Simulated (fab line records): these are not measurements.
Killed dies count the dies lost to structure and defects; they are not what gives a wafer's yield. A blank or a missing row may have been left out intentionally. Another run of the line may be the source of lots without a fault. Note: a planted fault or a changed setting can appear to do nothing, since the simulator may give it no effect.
Which tool is to blame? | flow n5 finfet | 24 lots with 72 wafers sampled at 5 steps, on a route of 1938 steps

== WHAT THE GAUGES READ, wafer by wafer ==
N5_BEOL_M3_CD_MEAS_35: target cd 18 nm, target cd y 21 nm.
lot  | measured     | on        | cd nm (nm)
L075 | day 8 07:58  | cd sem-03 | 17.7 18.0 18.2
L074 | day 8 12:49  | cd sem-01 | 18.3 17.9 18.3
L076 | day 8 13:30  | cd sem-02 | 17.8 17.9 17.8
L077 | day 8 21:22  | cd sem-03 | 17.7 17.6 17.9
L078 | day 9 06:52  | cd sem-03 | 17.9 18.0 18.0
L079 | day 9 10:14  | cd sem-02 | 18.4 18.5 18.1
L081 | day 9 17:05  | cd sem-02 | 18.0 18.1 18.3
L080 | day 9 17:05  | cd sem-01 | 18.6 18.3 18.9
L082 | day 9 17:14  | cd sem-01 | 17.7 18.4 17.7
L083 | day 10 09:19 | cd sem-02 | 17.7 18.0 18.2
L084 | day 10 20:37 | cd sem-03 | 17.6 17.7 17.5
L085 | day 11 04:41 | cd sem-02 | 18.2 18.1 17.9
L086 | day 11 07:29 | cd sem-02 | 17.9 17.7 18.0
L087 | day 11 08:12 | cd sem-03 | 18.4 18.0 18.4
L088 | day 12 15:26 | cd sem-01 | 18.1 18.0 17.7
L089 | day 12 23:05 | cd sem-01 | 18.0 18.0 18.0
L092 | day 13 14:41 | cd sem-02 | 17.7 17.6 17.7
L090 | day 13 14:52 | cd sem-01 | 17.8 17.8 17.8
L093 | day 13 19:25 | cd sem-02 | 17.7 18.2 18.2
L094 | day 13 20:19 | cd sem-02 | 18.1 18.3 18.1
L091 | day 13 22:51 | cd sem-03 | 18.1 18.5 18.0
L095 | day 13 23:52 | cd sem-02 | 18.0 18.4 18.1
L097 | day 14 03:56 | cd sem-02 | 17.7 17.8 17.9
L096 | day 14 08:01 | cd sem-02 | 18.1 18.2 17.4

N5_BEOL_M4_OVL_MEAS_12.
lot  | measured     | on         | M4_OVL (nm)
L075 | day 8 12:58  | overlay-01 | 0.0 0.1 0.5
L074 | day 8 17:48  | overlay-01 | 0.7 0.1 -0.7
L076 | day 8 21:54  | overlay-01 | -0.4 0.6 -0.2
L077 | day 9 04:20  | overlay-01 | -0.7 1.1 0.4
L078 | day 9 14:56  | overlay-01 | -0.6 0.1 0.4
L079 | day 9 17:34  | overlay-02 | -0.9 -0.5 -0.5
L081 | day 9 22:19  | overlay-01 | 0.1 0.4 -0.8
L080 | day 9 22:29  | overlay-02 | -0.3 0.5 0.4
L082 | day 10 01:27 | overlay-01 | -2.1 -1.7 -0.1
L083 | day 10 14:38 | overlay-02 | 0.3 -1.3 -0.2
L084 | day 11 02:43 | overlay-02 | -0.5 -0.6 -1.5
L085 | day 11 11:16 | overlay-02 | -1.0 -0.5 -0.5
L086 | day 11 11:59 | overlay-02 | -0.4 -0.2 -1.1
L087 | day 11 18:32 | overlay-01 | 0.9 0.3 -0.4
L088 | day 12 20:27 | overlay-01 | -0.3 0.3 0.6
L089 | day 13 04:08 | overlay-02 | -0.5 -0.6 -1.1
L092 | day 13 20:11 | overlay-02 | 0.5 -0.5 0.1
L090 | day 13 20:24 | overlay-02 | -0.1 -1.3 -1.0
L093 | day 14 00:31 | overlay-01 | 0.4 -0.9 0.6
L094 | day 14 03:38 | overlay-02 | -0.8 -0.1 1.0
L091 | day 14 04:32 | overlay-02 | 0.2 0.1 -0.2
L095 | day 14 04:48 | overlay-01 | -0.7 -0.1 -0.3
L097 | day 14 10:53 | overlay-01 | -0.6 -0.3 0.4
L096 | day 14 14:33 | overlay-01 | 0.6 -1.1 0.5

== WHICH TOOL RAN EACH LOT (tool, then ch and the chambers of the sampled wafers, then the start) ==
lot  | N5_BEOL_M3_SPUTTER_79        | N5_BEOL_M3_ANNEAL_93         | N5_BEOL_M3_ANNEAL_95
L075 | pvd sputter-03, day 8 08:58  | pvd sputter-03, day 8 10:08  | pvd sputter-03, day 8 10:22
L074 | pvd sputter-03, day 8 13:49  | pvd sputter-03, day 8 15:00  | pvd sputter-03, day 8 15:13
L076 | pvd sputter-03, day 8 15:56  | pvd sputter-03, day 8 17:07  | pvd sputter-03, day 8 17:20
L077 | pvd sputter-01, day 8 22:52  | pvd sputter-01, day 9 00:03  | pvd sputter-01, day 9 00:16
L078 | pvd sputter-02, day 9 08:19  | pvd sputter-02, day 9 09:29  | pvd sputter-02, day 9 09:43
L079 | pvd sputter-03, day 9 13:04  | pvd sputter-03, day 9 14:14  | pvd sputter-03, day 9 14:28
L081 | pvd sputter-03, day 9 18:13  | pvd sputter-03, day 9 19:24  | pvd sputter-03, day 9 19:37
L080 | pvd sputter-02, day 9 18:16  | pvd sputter-02, day 9 19:26  | pvd sputter-02, day 9 19:40
L082 | pvd sputter-03, day 9 20:04  | pvd sputter-03, day 9 21:14  | pvd sputter-03, day 9 21:28
L083 | pvd sputter-01, day 10 10:49 | pvd sputter-01, day 10 11:59 | pvd sputter-01, day 10 12:13
L084 | pvd sputter-03, day 10 23:13 | pvd sputter-03, day 11 00:24 | pvd sputter-03, day 11 00:37
L085 | pvd sputter-03, day 11 06:02 | pvd sputter-03, day 11 07:16 | pvd sputter-03, day 11 07:29
L086 | pvd sputter-01, day 11 08:43 | pvd sputter-01, day 11 09:53 | pvd sputter-01, day 11 10:07
L087 | pvd sputter-02, day 11 10:37 | pvd sputter-02, day 11 14:52 | pvd sputter-02, day 11 15:05
L088 | pvd sputter-02, day 12 16:40 | pvd sputter-02, day 12 17:51 | pvd sputter-02, day 12 18:04
L089 | pvd sputter-01, day 13 00:17 | pvd sputter-01, day 13 01:28 | pvd sputter-01, day 13 01:41
L092 | pvd sputter-01, day 13 16:00 | pvd sputter-01, day 13 17:11 | pvd sputter-01, day 13 17:24
L090 | pvd sputter-02, day 13 16:11 | pvd sputter-02, day 13 17:22 | pvd sputter-02, day 13 17:35
L093 | pvd sputter-03, day 13 20:46 | pvd sputter-03, day 13 21:57 | pvd sputter-03, day 13 22:10
L094 | pvd sputter-03, day 13 22:37 | pvd sputter-03, day 13 23:47 | pvd sputter-03, day 14 00:01
L091 | pvd sputter-01, day 14 00:31 | pvd sputter-01, day 14 01:42 | pvd sputter-01, day 14 01:55
L095 | pvd sputter-02, day 14 01:11 | pvd sputter-02, day 14 02:22 | pvd sputter-02, day 14 02:35
L097 | pvd sputter-02, day 14 05:30 | pvd sputter-02, day 14 06:41 | pvd sputter-02, day 14 06:54
L096 | pvd sputter-01, day 14 10:35 | pvd sputter-01, day 14 11:46 | pvd sputter-01, day 14 11:59
- N5_BEOL_M3_SPUTTER_79: material Cu, target thk 4.5 nm, time 8.29 s.
- N5_BEOL_M3_ANNEAL_93: time 240 s.
- N5_BEOL_M3_ANNEAL_95: time 240 s.

== AS READ BY THE TOOLS THEMSELVES (means over the sampled wafers that have a number; for cases with no such wafer, the mark the record gives instead) ==
N5_BEOL_M3_SPUTTER_79.
lot  | tool           | throttle valve pct (%)
L075 | pvd sputter-03 | 31.4
L074 | pvd sputter-03 | 30.2
L076 | pvd sputter-03 | 30.5
L077 | pvd sputter-01 | 30.7
L078 | pvd sputter-02 | 29.4
L079 | pvd sputter-03 | 31.4
L081 | pvd sputter-03 | 30.7
L080 | pvd sputter-02 | 30.3
L082 | pvd sputter-03 | 30.1
L083 | pvd sputter-01 | 30.3
L084 | pvd sputter-03 | 30.9
L085 | pvd sputter-03 | 30.8
L086 | pvd sputter-01 | 29.2
L087 | pvd sputter-02 | 31.5
L088 | pvd sputter-02 | 30.6
L089 | pvd sputter-01 | 29.2
L092 | pvd sputter-01 | 28.8
L090 | pvd sputter-02 | 30.2
L093 | pvd sputter-03 | 30.7
L094 | pvd sputter-03 | 30.9
L091 | pvd sputter-01 | 29.2
L095 | pvd sputter-02 | 30.4
L097 | pvd sputter-02 | 30.3
L096 | pvd sputter-01 | 29.2

N5_BEOL_M3_ANNEAL_93.
lot  | tool           | heater power w (W)
L075 | pvd sputter-03 | 913
L074 | pvd sputter-03 | 736
L076 | pvd sputter-03 | 824
L077 | pvd sputter-01 | 790
L078 | pvd sputter-02 | 853
L079 | pvd sputter-03 | 749
L081 | pvd sputter-03 | 831
L080 | pvd sputter-02 | 756
L082 | pvd sputter-03 | 690
L083 | pvd sputter-01 | 790
L084 | pvd sputter-03 | 781
L085 | pvd sputter-03 | 786
L086 | pvd sputter-01 | 741
L087 | pvd sputter-02 | 736
L088 | pvd sputter-02 | 751
L089 | pvd sputter-01 | 749
L092 | pvd sputter-01 | 764
L090 | pvd sputter-02 | 798
L093 | pvd sputter-03 | 826
L094 | pvd sputter-03 | 787
L091 | pvd sputter-01 | 757
L095 | pvd sputter-02 | 792
L097 | pvd sputter-02 | 757
L096 | pvd sputter-01 | 749

N5_BEOL_M3_ANNEAL_95.
lot  | tool           | heater power w (W)
L075 | pvd sputter-03 | 910
L074 | pvd sputter-03 | 720
L076 | pvd sputter-03 | 837
L077 | pvd sputter-01 | 786
L078 | pvd sputter-02 | 849
L079 | pvd sputter-03 | 758
L081 | pvd sputter-03 | 836
L080 | pvd sputter-02 | 761
L082 | pvd sputter-03 | 698
L083 | pvd sputter-01 | 803
L084 | pvd sputter-03 | 783
L085 | pvd sputter-03 | 782
L086 | pvd sputter-01 | 738
L087 | pvd sputter-02 | 743
L088 | pvd sputter-02 | 755
L089 | pvd sputter-01 | 739
L092 | pvd sputter-01 | 748
L090 | pvd sputter-02 | 790
L093 | pvd sputter-03 | 847
L094 | pvd sputter-03 | 777
L091 | pvd sputter-01 | 753
L095 | pvd sputter-02 | 795
L097 | pvd sputter-02 | 753
L096 | pvd sputter-01 | 745

== THE ANSWER, worked out from the rows above alone ==
Rule: usual is defined by the lots themselves. The widest of any qualifying gaps counts: lots, ordered by their means at a reading, are off when they make up no more than a third of the lots, leave a main group of 4 or more, and stand apart from it by 3 or more times the standard deviation of that group's means. Not used: any main group whose means are identical at the precision the tables above print for the reading. A lot without any number at a reading at which 4 lots or more have one is off too. All remaining lots with rows at the step are treated as sound. After the gauges, taken in route order, come the tools' own readings; for these a lot's mean is taken, as printed above. The first step at which some lot is off is used, and at that step the reading that is off furthest; a lot without a number counts as furthest.
None of the lots is off at any reading shown; this tells nothing.

== WHAT THE SIMULATOR PUT IN ==
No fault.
